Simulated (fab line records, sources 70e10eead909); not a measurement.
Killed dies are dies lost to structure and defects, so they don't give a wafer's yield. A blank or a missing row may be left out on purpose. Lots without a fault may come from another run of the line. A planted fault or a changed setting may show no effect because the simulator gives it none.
fab line records | flow nand_harc
record lots=6 wafers=18 last_day=24
route steps=1159 shown THIN_TSV@1113 END@1159
lots that met no fault: from a run of the same line without faults
start_h: hours from the record's first day to the start of the lot's first wafer shown | wait_h: hours since the lot's step before | " the same as in the row above | L1.1+2: a row that stands for several wafers | - no value, or no start given | * or withheld: withheld | < > ~ a bound
route shown NAME@n: a module of which the file shows steps, and the number in the route of the first | usual: mean/standard deviation of fault-free wafers | same: alike in all rows | chamber/n: place in a boat | sites: the reading at each site | _std_site: their standard deviation | _edge_site: outer sites' mean less inner sites' | radius_mm: how far each site lies from the wafer's centre | mask NAME#n: copy n | behind: the tool/chamber that last shaped the wafer | hold: why the lot was held/for how many hours/how that ended | device: the transistor (n, p or np) that didn't switch | end of line: the same wafers' tests at the end of the route | a step without rows: its recipe alone | killed: dies lost to structure and defects at the first sort, not the wafer's yield | map: a wafer's dies, x killed, . not, _ none there
set.NAME: the setting as run; set.NAME@STEP: as run at that earlier step | model.NAME: the simulator's own value behind a step, which no gauge read
lots at some steps of the route; a table a step, a row a wafer
services: from which hour (start_h, from the record's first day; less than 0 if before it) a tool's chamber was out of use, for how many hours, and why
## steps
# step NHARC_THIN_TSV_EXPOSE_09
# recipe na=0.55 dose_mj=30.7 mask_id=TSV
# step NHARC_THIN_TSV_PEB_10
# recipe peb_temp_c=118 peb_time_s=85
# step NHARC_THIN_TSV_DEVELOP_11
# recipe time_s=70
# step NHARC_THIN_TSV_CD_MEAS_12
# recipe target_cd_nm=1000 landing_energy_ev=500
# usual cd_nm=999.3/2.8
# columns lot.wafer tool chamber start_h wait_h cd_nm
L555.1 cd_sem-02 0 416.73 - 995.6
L555.3 " 0 " " 995.0
L555.5 " 0 " " 998.3
L562.1 cd_sem-03 0 476.46 - 1002.3
L562.3 " 0 " " 1001.9
L562.5 " 0 " " 999.9
L566.1 cd_sem-01 0 517.51 - 997.1
L566.4 " 0 " " 1000.5
L566.6 " 0 " " 995.3
L573.1 cd_sem-02 0 527.78 - 1001.3
L573.3 " 0 " " 998.3
L573.5 " 0 " " 997.6
L575.1 cd_sem-03 0 542.32 - 1005.8
L575.3 " 0 " " 1003.7
L575.4 " 0 " " 999.6
L577.2 cd_sem-01 0 560.92 - 1001.9
L577.3 " 0 " " 1003.6
L577.6 " 0 " " 997.9
# step NHARC_THIN_TSV_HARDBAKE_13
# recipe temp_c=125 time_s=80
# step NHARC_THIN_TSV_DESCUM_14
# recipe time_s=3 o2_flow_sccm=200 ar_flow_sccm=0 bias_power_w=0 chemistry=O2
# usual drypump_motor_current_A=5.9/0.51 o2_flow_sccm=199.9/0.58 oes_product_au=0.997/0.016 rf_vpp_V=58.0/0.9 showerhead_plenum_p_Torr=1.96/0.06 throttle_valve_pct=11.312/0.0093
# columns lot.wafer tool chamber start_h wait_h drypump_motor_current_A o2_flow_sccm oes_product_au rf_hours_counter_h rf_vpp_V showerhead_plenum_p_Torr throttle_valve_pct
L555.3 rie_diel-01 2 416.89 - 6.5 199.9 1.010 8 56.9 1.94 11.322
L555.1 " 1 " " 6.3 199.3 0.995 8 57.4 2.04 11.308
L555.5 " 2 " " 6.5 199.8 0.999 - 57.8 1.94 11.310
L562.3 rie_diel-01 2 476.63 - 6.5 200.2 0.991 12 57.8 1.94 11.311
L562.1 " 0 " " 6.0 200.2 0.963 11 57.8 1.96 11.325
L562.5 " 1 " " 6.3 199.6 0.985 - 56.1 2.04 11.308
L566.1 rie_diel-01 1 517.67 - 6.3 199.5 0.994 1 57.9 2.04 11.308
L566.4 " 2 " " 6.5 200.1 1.013 1 57.9 1.94 11.299
L566.6 " 1 " " 6.3 200.3 0.990 - 57.7 2.04 11.307
L573.1 rie_diel-01 0 527.95 - 6.0 199.8 0.993 3 58.6 1.96 11.316
L573.3 " 2 " " 6.5 201.2 1.007 2 57.6 1.94 11.308
L573.5 " 3 " " 5.4 200.3 0.999 - 58.8 1.86 11.316
L575.1 rie_diel-11 2 542.47 - 6.5 200.5 1.009 11 58.6 1.94 11.302
L575.3 " 3 " " 6.6 198.9 0.971 12 59.4 1.96 11.296
L575.4 " 3 " " 6.6 199.5 0.976 - 58.4 1.96 11.324
L577.2 rie_diel-11 0 561.08 - 4.9 199.3 1.002 1 57.7 2.03 11.312
L577.3 " 2 " " 6.5 198.7 0.989 1 57.8 1.94 11.317
L577.6 " 0 " " 4.9 199.9 0.996 - 58.8 2.03 11.314
# step NHARC_THIN_TSV_ETCH_44
# recipe target_depth_a=15942 time_s=797.1 cf4_flow_sccm=150 o2_flow_sccm=10 ar_flow_sccm=0 rf_w=300 bias_w=800 chemistry=CF4/O2
# usual drypump_motor_current_A=5.9/0.52 o2_flow_sccm=10.002/0.029 oes_product_au=0.996/0.017 rf_vpp_V=797/3.3 showerhead_plenum_p_Torr=1.87/0.053 throttle_valve_pct=16.915/0.0096
# columns lot.wafer tool chamber start_h wait_h drypump_motor_current_A o2_flow_sccm oes_product_au rf_hours_counter_h rf_vpp_V showerhead_plenum_p_Torr throttle_valve_pct
L555.1 rie_diel-01 0 416.97 0.1 6.0 9.962 0.975 8 799 1.88 16.922
L555.3 " 2 " " 6.5 10.007 0.999 8 797 1.86 16.929
L555.5 " 1 " " 6.3 9.985 0.992 - 801 1.94 16.910
L562.1 rie_diel-01 2 476.76 0.1 6.5 10.050 0.998 12 796 1.86 16.908
L562.3 " 3 " " 5.4 10.051 1.002 12 791 1.78 16.914
L562.5 " 1 " " 6.3 9.970 0.980 - 801 1.94 16.904
L566.4 rie_diel-01 0 517.81 0.1 6.0 10.012 0.993 1 797 1.87 16.919
L566.1 " 1 " " 6.2 9.964 0.992 1 802 1.94 16.933
L566.6 " 0 " " 5.9 10.010 0.992 - 798 1.87 16.927
L573.3 rie_diel-01 1 528.02 0.1 6.3 9.999 0.998 2 800 1.94 16.901
L573.1 " 2 " " 6.5 10.046 1.018 2 796 1.86 16.911
L573.5 " 1 " " 6.3 10.021 1.002 - 801 1.94 16.930
L575.3 rie_diel-11 1 542.58 0.1 5.8 9.969 0.993 12 798 1.89 16.931
L575.1 " 2 " " 6.5 10.014 1.015 11 796 1.86 16.913
L575.4 " 1 " " 5.8 10.038 0.996 - 798 1.89 16.918
L577.2 rie_diel-11 3 561.16 0.1 6.6 9.995 0.984 1 796 1.87 16.915
L577.3 " 1 " " 5.8 9.987 0.972 1 799 1.89 16.917
L577.6 " 0 " " 4.9 10.024 0.992 - 801 1.94 16.937
# step NHARC_THIN_TSV_ETCH_15
# recipe target_depth_a=30000 bosch_target_overetch_cycles=2 bosch_etch_step_s=2.8 bosch_dep_step_s=1.2 bosch_cycles=14
# usual drypump_motor_current_A=5.7/0.52
# columns lot.wafer tool chamber start_h wait_h drypump_motor_current_A rf_hours_counter_h
L555.3 rie_si-04 2 417.55 - 4.7 1.2
L555.1 " 0 " " 6.5 1.1
L555.5 " 2 " " 4.7 -
L562.3 rie_si-04 0 477.28 - 6.5 0.1
L562.1 " 2 " " 4.7 0.1
L562.5 " 1 " " 6.6 -
L566.1 rie_si-04 0 518.35 - 6.5 0.6
L566.4 " 1 " " 6.6 0.5
L566.6 " 2 " " 4.7 -
L573.3 rie_si-05 3 528.62 - 5.1 1.1
L573.1 " 0 " " 6.1 1.0
L573.5 " 2 " " 5.5 -
L575.4 rie_si-04 1 543.27 - 6.6 0.7
L575.1 " 3 " " 5.9 0.7
L575.3 " 0 " " 6.5 0.8
L577.2 rie_si-01 1 561.73 - 5.5 0.5
L577.3 " 2 " " 5.4 0.6
L577.6 " 2 " " 5.4 -
# step NHARC_THIN_TSV_CD_MEAS_16
# usual cd_nm=999/3.1
# columns lot.wafer tool chamber start_h wait_h cd_nm
L555.1 cd_sem-02 - 417.69 0.1 995
L555.3 " - " " 994
L555.5 " - " " 997
L562.1 cd_sem-01 - 477.42 0.1 1001
L562.3 " - " " 1001
L562.5 " - " " 1000
L566.1 cd_sem-03 - 518.47 0.1 997
L566.4 " - " " 1001
L566.6 " - " " 995
L573.1 cd_sem-02 - 528.74 0.1 1001
L573.3 " - " " 998
L573.5 " - " " 997
L575.1 cd_sem-02 - 543.41 0.1 1006
L575.3 " - " " 1006
L575.4 " - " " 1001
L577.2 cd_sem-02 - 561.87 0.1 1001
L577.3 " - " " 1004
L577.6 " - " " 996
# step NHARC_THIN_TSV_STRIP_45
# recipe power_w=1500 temp_c=250 chemistry=O2
# step NHARC_THIN_TSV_STRIP_46
# recipe time_s=1200 temp_c=72.5 chemistry=post_etch_residue_remover
# step NHARC_THIN_TSV_DEP_47
# recipe target_thk_a=2000 temp_c=withheld pressure_torr=6.5 rf_w=900 teos_flow_sccm=161.4 flow_sccm=2650 target_thk_nm=200 gas=O2 material=SiO2
# usual throttle_valve_pct=16.1/0.43
# columns lot.wafer tool chamber start_h wait_h throttle_valve_pct
L555.3 pecvd-03 2 418.57 - 16.5
L555.1 " 1 " " 15.8
L555.5 " 1 " " 15.8
L562.1 pecvd-02 2 478.47 - 16.7
L562.3 " 0 " " 15.8
L562.5 " 0 " " 16.0
L566.1 pecvd-01 0 519.54 - 16.3
L566.4 " 2 " " 15.3
L566.6 " 0 " " 16.2
L573.1 pecvd-02 2 529.61 - 16.3
L573.3 " 1 " " 15.8
L573.5 " 1 " " 15.9
L575.3 pecvd-03 1 545.39 - 16.0
L575.1 " 0 " " 16.4
L575.4 " 1 " " 15.9
L577.3 pecvd-02 0 562.84 - 15.7
L577.2 " 1 " " 15.8
L577.6 " 0 " " 15.8
# step NHARC_THIN_TSV_ETCHBACK_48
# recipe target_depth_a=10285 over_etch_frac=0.3 time_s=405.17 ion_energy_ev=250 c4f8_flow_sccm=withheld ar_flow_sccm=withheld rf_w=600 bias_w=300 chemistry=C4F8/Ar
# usual oes_product_au=0.94/0.033 rf_fwd_power_W=598.8/2 rf_vpp_V=548.7/2.3
# columns lot.wafer tool chamber start_h wait_h oes_product_au rf_fwd_power_W rf_hours_counter_h rf_vpp_V
L555.3 rie_diel-11 3 419.01 - 0.98 601.9 3 550.3
L555.1 " 0 " " 0.99 596.9 4 551.6
L555.5 " 2 " " 1.02 597.7 - 548.7
L562.3 rie_diel-11 3 478.82 - 0.97 692.7 7 548.5
L562.1 " 0 " " 0.94 601.0 6 550.1
L562.5 " 3 " " 0.99 696.5 - 550.3
L566.1 rie_diel-11 1 519.85 - 0.93 598.6 9 549.8
L566.6 " 2 " " 0.94 598.2 - 548.9
L566.4 " 3 " " 0.98 695.4 - 549.0
L573.1 rie_diel-01 1 530.01 - 0.92 599.7 2 550.3
L573.3 " 3 " " 0.92 598.4 3 543.6
L573.5 " 2 " " 0.95 599.4 - 548.9
L575.3 rie_diel-02 3 545.83 - 0.91 599.5 4 551.8
L575.4 " 0 " " 0.95 599.1 3 544.8
L575.1 " 1 " " 0.94 597.9 4 550.6
L577.3 rie_diel-01 0 563.23 - 0.99 601.3 5 549.6
L577.2 " 1 " " 0.92 601.9 5 552.1
L577.6 " 0 " " 0.99 596.9 - 549.6
# step NHARC_THIN_TSV_STRIP_62
# recipe power_w=1500 temp_c=250 time_s=20 chemistry=N2/H2
# usual drypump_motor_current_A=5.6/0.32 heater_power_w=346/26 temp_c=250.00/0.18
# columns lot.wafer tool chamber start_h wait_h drypump_motor_current_A heater_power_w rf_hours_counter_h temp_c
L555.1 plasma_asher-02 1 419.36 - 5.5 342 25 249.75
L555.3 " 0 " " 5.3 337 - 249.85
L555.5 " 1 " " 5.5 344 - 249.81
L562.1 plasma_asher-01 0 479.21 - 6.0 382 6 250.18
L562.3 " 1 " " 6.0 311 - 249.90
L562.5 " 0 " " 5.9 397 - 250.40
L566.1 plasma_asher-02 0 520.43 - 5.2 341 61 250.04
L566.4 " 0 " " 5.3 335 - 249.77
L566.6 " 1 " " 5.5 338 - 250.05
L573.1 plasma_asher-02 0 530.39 - 5.2 347 66 250.34
L573.3 " 1 " " 5.5 340 - 249.75
L573.5 " 1 " " 5.5 344 - 250.07
L575.1 plasma_asher-01 1 546.27 - 6.1 311 29 249.86
L575.3 " 1 " " 6.1 309 - 249.88
L575.4 " 0 " " 5.9 383 - 249.92
L577.2 plasma_asher-02 0 563.57 - 5.3 327 6 250.17
L577.3 " 1 " " 5.4 365 - 250.13
L577.6 " 1 " " 5.4 362 - 250.14
# step NHARC_END_SORT_01
# recipe temp_c=25
# usual defect_limited_yield=95.7/1.2 killed_at_array=25/7.8 killed_at_other=0.6/0.81 killed_at_periphery=3.3/2.2 killed_dies=29/8.2 killed_open=3.5/1.9 killed_short=1.8/1.3 sort_bin_2_pct=1.3/0.5 sort_bin_3_pct=0.23/0.21 sort_bin_4_pct=2.8/0.9 sort_n_pass=648/8.2 sort_rim_yield_pct=94.3/2.8 sort_yield_pct=95.7/1.2
# same gross_dies=677 sort_bin_5_pct[%]=0 sort_bin_6_pct[%]=0 sort_bin_7_pct[%]=0 sort_bin_8_pct[%]=0 sort_rim_n_gross=106.00
# columns lot.wafer tool chamber start_h wait_h defect_limited_yield[%] killed_at_array killed_at_other killed_at_periphery killed_dies killed_open killed_short sort_bin_2_pct[%] sort_bin_3_pct[%] sort_bin_4_pct[%] sort_n_pass sort_rim_yield_pct[%] sort_yield_pct[%]
L562.1 prober-02 0 490.28 2.5 95.0 31 0 3 34 2 1 1.8 0.44 2.8 643 94.3 95.0
L562.3 prober-02 0 491.85 3.1 95.4 29 1 1 31 5 2 0.7 0.15 3.7 646 97.2 95.4
L562.5 prober-02 0 493.43 3.7 96.6 21 1 1 23 2 4 1.0 0.15 2.2 654 97.2 96.6
L566.1 prober-02 0 531.25 2.5 95.0 31 0 3 34 3 1 1.5 0 3.5 643 93.4 95.0
L566.4 prober-02 0 533.64 3.4 95.1 30 2 1 33 3 1 1.3 0.59 3.0 644 92.5 95.1
L566.6 prober-02 0 535.24 4.0 94.2 36 1 2 39 4 1 1.8 0 4.0 638 92.5 94.2
L575.1 prober-02 0 557.00 2.5 96.6 21 0 2 23 2 2 1.5 0.30 1.6 654 90.6 96.6
L575.3 prober-02 0 558.60 3.1 95.7 29 0 0 29 2 0 1.2 0.30 2.8 648 93.4 95.7
L575.4 prober-02 0 559.40 3.4 96.2 25 0 1 26 0 5 0.7 0.74 2.4 651 90.6 96.2
L577.2 prober-02 0 575.32 2.8 94.2 36 1 2 39 4 3 2.5 0 3.2 638 94.3 94.2
L577.3 prober-02 0 576.13 3.1 93.5 38 1 5 44 9 4 2.2 0.30 4.0 633 94.3 93.5
L577.6 prober-02 0 578.55 4.0 94.1 38 0 2 40 1 2 1.6 0.44 3.8 637 95.3 94.1
# killed by level:class
L562.1 A_SLIT:chamber_film_flake=14 A_CONTACT:chamber_film_flake=6 A_CHANNEL_HOLE_D1:chamber_film_flake=3 P_GATE:chamber_film_flake=2 A_CHANNEL_FILL_D1:chamber_film_flake=2 P_CONTACT:geometric_particle:open=1 A_SOURCE_PLATE:geometric_particle:open=1 A_SGD_CUT:geometric_particle:short=1
L562.3 A_SLIT:chamber_film_flake=14 A_CONTACT:chamber_film_flake=4 A_CHANNEL_HOLE_D1:chamber_film_flake=3 A_CHANNEL_FILL_D1:geometric_particle:short=2 A_CHANNEL_FILL_D1:chamber_film_flake=2 P_GATE:geometric_particle:open=1 A_WL_FILL:geometric_particle:open=1 A_CONTACT:geometric_particle:open=1
L562.5 A_SLIT:chamber_film_flake=15 A_SOURCE_PLATE:geometric_particle:short=1 A_ONON_D1:geometric_particle:short=1 A_CHANNEL_FILL_D1:geometric_particle:short=1 A_CONTACT:geometric_particle:short=1 A_CONTACT:geometric_particle:open=1 A_M0:geometric_particle:open=1 P_GATE:chamber_film_flake=1
L566.1 A_CHANNEL_HOLE_D1:chamber_film_flake=11 A_SLIT:chamber_film_flake=11 A_CONTACT:chamber_film_flake=5 A_ZERO_WELL:chamber_film_flake=2 P_GATE:geometric_particle:open=1 P_M0:geometric_particle:open=1 A_WL_FILL:geometric_particle:short=1 A_WL_FILL:geometric_particle:open=1
L566.4 A_SLIT:chamber_film_flake=14 A_CHANNEL_HOLE_D1:chamber_film_flake=7 A_CONTACT:chamber_film_flake=5 P_GATE:geometric_particle:open=1 A_CHANNEL_FILL_D1:geometric_particle:short=1 A_BLC:geometric_particle:open=1 A_M0:geometric_particle:open=1 A_CHANNEL_FILL_D1:chamber_film_flake=1
L566.6 A_SLIT:chamber_film_flake=16 A_CHANNEL_HOLE_D1:chamber_film_flake=13 A_CHANNEL_FILL_D1:chamber_film_flake=2 P_GATE:geometric_particle:open=1 P_M0:geometric_particle:open=1 A_SGD_CUT:geometric_particle:open=1 A_WL_FILL:geometric_particle:open=1 A_BLC:geometric_particle:short=1
L575.1 A_CHANNEL_HOLE_D1:chamber_film_flake=12 A_CONTACT:chamber_film_flake=2 A_BLC:chamber_film_flake=2 A_CHANNEL_FILL_D1:geometric_particle:short=1 A_CONTACT:geometric_particle:open=1 A_BLC:geometric_particle:short=1 A_BLC:geometric_particle:open=1 P_ZERO_WELL:chamber_film_flake=1
L575.3 A_CHANNEL_HOLE_D1:chamber_film_flake=18 A_CONTACT:chamber_film_flake=5 A_STAIRCASE:chamber_film_flake=3 A_CHANNEL_FILL_D1:geometric_particle:open=2 A_BLC:chamber_film_flake=1
L575.4 A_CHANNEL_HOLE_D1:chamber_film_flake=13 A_WL_FILL:geometric_particle:short=2 A_STAIRCASE:chamber_film_flake=2 A_CONTACT:chamber_film_flake=2 A_BLC:chamber_film_flake=2 A_ONON_D1:geometric_particle:short=1 A_CHANNEL_HOLE_D1:geometric_particle:short=1 A_CHANNEL_FILL_D1:geometric_particle:short=1
L577.2 A_SLIT:chamber_film_flake=13 A_CHANNEL_HOLE_D1:chamber_film_flake=9 A_CONTACT:chamber_film_flake=4 A_STAIRCASE:chamber_film_flake=3 P_M0:geometric_particle:open=1 P_M0:geometric_particle:short=1 A_ONON_D1:geometric_particle:short=1 A_WL_FILL:geometric_particle:short=1
L577.3 A_SLIT:chamber_film_flake=16 A_CHANNEL_HOLE_D1:chamber_film_flake=7 A_STAIRCASE:chamber_film_flake=4 P_M0:geometric_particle:open=3 A_CONTACT:chamber_film_flake=3 A_CHANNEL_FILL_D1:geometric_particle:short=2 A_CONTACT:geometric_particle:open=2 P_STI:geometric_particle:short=1
L577.6 A_SLIT:chamber_film_flake=16 A_CONTACT:chamber_film_flake=8 A_CHANNEL_HOLE_D1:chamber_film_flake=6 A_STAIRCASE:chamber_film_flake=3 P_GATE:chamber_film_flake=2 A_SOURCE_PLATE:geometric_particle:short=1 A_CHANNEL_FILL_D1:geometric_particle:open=1 A_CHANNEL_FILL_D1:geometric_particle:short=1
## services
# columns tool chamber start_h hours kind
rie_si-04 0 404.45 6.8 repair
rie_diel-11 2 407.00 4.8 repair
rie_diel-11 3 409.89 3.7 repair
plasma_asher-01 - 411.46 4.2 repair
rie_diel-11 - 414.90 0.6 repair
rie_si-04 3 419.02 2.8 repair
rie_diel-11 3 422.95 3.8 repair
rie_diel-11 - 433.26 0.3 repair
rie_diel-11 0 436.57 1.8 repair
pecvd-02 0 438.09 21.0 repair
rie_diel-01 3 439.60 5.3 repair
plasma_asher-01 - 446.95 5.0 repair
rie_diel-11 0 448.48 8.8 repair
rie_si-04 - 453.00 9.0 pm
plasma_asher-01 - 453.53 9.0 pm
pecvd-03 - 473.00 13.0 pm
plasma_asher-01 - 477.62 0.9 repair
plasma_asher-01 - 483.36 4.0 repair
rie_diel-01 - 491.80 9.0 pm
pecvd-02 2 507.66 4.1 repair
pecvd-02 - 516.20 13.0 pm
rie_diel-01 0 535.26 5.5 repair
plasma_asher-02 - 537.32 9.0 pm
rie_diel-11 - 543.66 9.0 pm
## key
first_sign step=NHARC_THIN_TSV_ETCHBACK_48 reading=rf_fwd_power_W direction=up sigmas=48 usual=* struck=*
effect none on later readings
met_at NHARC_THIN_TSV_ETCHBACK_48
struck_wafers L562.3,L562.5,L566.4
onset_between 419.01 478.82
fault kind=process_parameter_drift tool=rie_diel-11 chamber=3 onset_h=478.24 steps=NHARC_THIN_TSV_ETCHBACK_48 channel=rf_w offset=* shape=step end_h=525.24 acts_in=* stated=*
